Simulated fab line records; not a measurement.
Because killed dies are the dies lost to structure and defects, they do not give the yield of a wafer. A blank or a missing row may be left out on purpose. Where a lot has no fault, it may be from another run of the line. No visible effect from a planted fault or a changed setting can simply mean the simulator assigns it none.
Split-lot trial ; flow n5_finfet ; 7 lots, 39 wafers read, on a route of 1938 steps

THE SPLIT ITSELF
At N5_MIM_BOT_ETCH_ETCH_04 (etches SiNx in CF4/O2, target depth 26 nm, time 13 s), the setting time_s was moved away from the recipe's 13 s on 15 of the 39 wafers read, by -16.8% to +54.3%. This setting was run at the recipe's value on the other wafers.

The split's own step is where the reading is taken.

THE READING
MIM_BOT_ETCH.cd_offset_nm (the simulator's own value, which no gauge read), in nm, at N5_MIM_BOT_ETCH_ETCH_04 (etches SiNx in CF4/O2, target depth 26 nm, time 13 s). The file does not state a usual value for it. Here, 24 wafers ran the recipe; their average is 0.0 nm with a standard deviation of 0.099 nm.

wafer;tool, chamber at the split;time_s as run, s;against the recipe;MIM_BOT_ETCH.cd_offset_nm, nm;against lot-mates on the recipe
L074.1;rie_diel-03, 3;10.81;-16.8%;0;+0.0
L074.2;rie_diel-03, 1;10.81;-16.8%;0.2;+0.2
L074.3;rie_diel-03, 2;10.81;-16.8%;0.2;+0.2
L074.4;rie_diel-03, 0;13;recipe;0;-
L074.5;rie_diel-03, 2;13;recipe;0;-
L074.6;rie_diel-03, 1;13;recipe;0;-
L077.1;rie_diel-01, 2;13;recipe;0;-
L077.5;rie_diel-01, 2;13;recipe;0.2;-
L077.6;rie_diel-01, 0;13;recipe;0.2;-
L081.1;rie_diel-01, 3;13;recipe;0;-
L081.2;rie_diel-01, 0;13;recipe;0;-
L081.3;rie_diel-01, 2;13;recipe;0;-
L081.4;rie_diel-01, 3;13;recipe;0;-
L081.5;rie_diel-01, 2;13;recipe;0;-
L081.6;rie_diel-01, 0;13;recipe;0;-
L083.1;rie_diel-03, 1;19.97;+53.6%;-0.6;-0.6
L083.2;rie_diel-03, 0;13;recipe;0;-
L083.3;rie_diel-03, 3;13;recipe;0;-
L083.4;rie_diel-03, 2;13;recipe;0;-
L083.5;rie_diel-03, 3;19.97;+53.6%;-0.8;-0.8
L083.6;rie_diel-03, 2;19.97;+53.6%;-0.6;-0.6
L086.1;rie_diel-03, 2;18;+38.5%;-0.4;-0.4
L086.2;rie_diel-03, 0;13;recipe;0.2;-
L086.3;rie_diel-03, 3;13;recipe;-0.2;-
L086.4;rie_diel-03, 1;18;+38.5%;-0.4;-0.4
L086.5;rie_diel-03, 1;18;+38.5%;-0.4;-0.4
L086.6;rie_diel-03, 0;13;recipe;0;-
L094.1;rie_diel-01, 0;13;recipe;0;-
L094.2;rie_diel-01, 1;13;recipe;0.2;-
L094.3;rie_diel-01, 2;17.89;+37.6%;-0.4;-0.5
L094.4;rie_diel-01, 3;17.89;+37.6%;-0.4;-0.5
L094.5;rie_diel-01, 0;13;recipe;0;-
L094.6;rie_diel-01, 1;17.89;+37.6%;-0.4;-0.5
L097.1;rie_diel-03, 1;13;recipe;0;-
L097.2;rie_diel-03, 0;20.06;+54.3%;-0.6;-0.5
L097.3;rie_diel-03, 3;20.06;+54.3%;-0.8;-0.7
L097.4;rie_diel-03, 0;13;recipe;-0.2;-
L097.5;rie_diel-03, 3;13;recipe;0;-
L097.6;rie_diel-03, 1;20.06;+54.3%;-0.6;-0.5

THE FIT
A straight line over all 39 wafers: MIM_BOT_ETCH.cd_offset_nm changes by -0.0118 nm for each +1% of time_s; r = -0.94; the points scatter about the line by 0.097 nm.
The same after taking each lot's own level away (the mean of its wafers on the recipe; 39 wafers): -0.0114 nm for each +1%; r = -0.95; scatter 0.085 nm.
The reading moves by 0.62 nm for the largest change in time_s, on that fit.
Measured against the standard deviation above, the lots' own levels, which go from -0.07 to 0.13 nm, span 2.0 times it.
So the lot-to-lot level changes the slope little: the two slopes agree.
Check: -0.636 nm against its lot-mates is what the line predicts for one of the wafers moved furthest among these (+54.3%) when that wafer is left out of the fit. It came out at -0.533 nm against them.

OTHER SPLITS APPLIED TO THESE WAFERS
Other splits were also applied to these wafers ahead of the reading. Each is held against what the fit with the lots' levels taken away leaves over:
other split on the same wafers;wafers away from the commonest value;r with MIM_BOT_ETCH.cd_offset_nm (lot level and that fit taken away)
N5_BEOL_M6_ETCH_62 time_s;18;-0.04
N5_BEOL_M7_DEP_56 time_s;18;-0.01
N5_BEOL_M15_ILD_DEP_00 target_thk_a;15;-0.15

THE WHOLE CHAIN: every reading that the file lists as answering this split, in the file's order
step;what it does;reading;change (the file's fit);r (the file's)
N5_MIM_BOT_ETCH_ETCH_04;etches SiNx in CF4/O2, target depth 26 nm, time 13 s;etch.depth_nm (the simulator's own value, which no gauge read);+0.265 nm for each +1% of the setting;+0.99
N5_MIM_BOT_ETCH_ETCH_04;etches SiNx in CF4/O2, target depth 26 nm, time 13 s;MIM_BOT_ETCH.cd_offset_nm (the simulator's own value, which no gauge read);-0.0115 nm for each +1% of the setting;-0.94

THE FILE'S OWN FIT
MIM_BOT_ETCH.cd_offset_nm changes by -0.0115 nm for each +1% of time_s, r = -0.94.
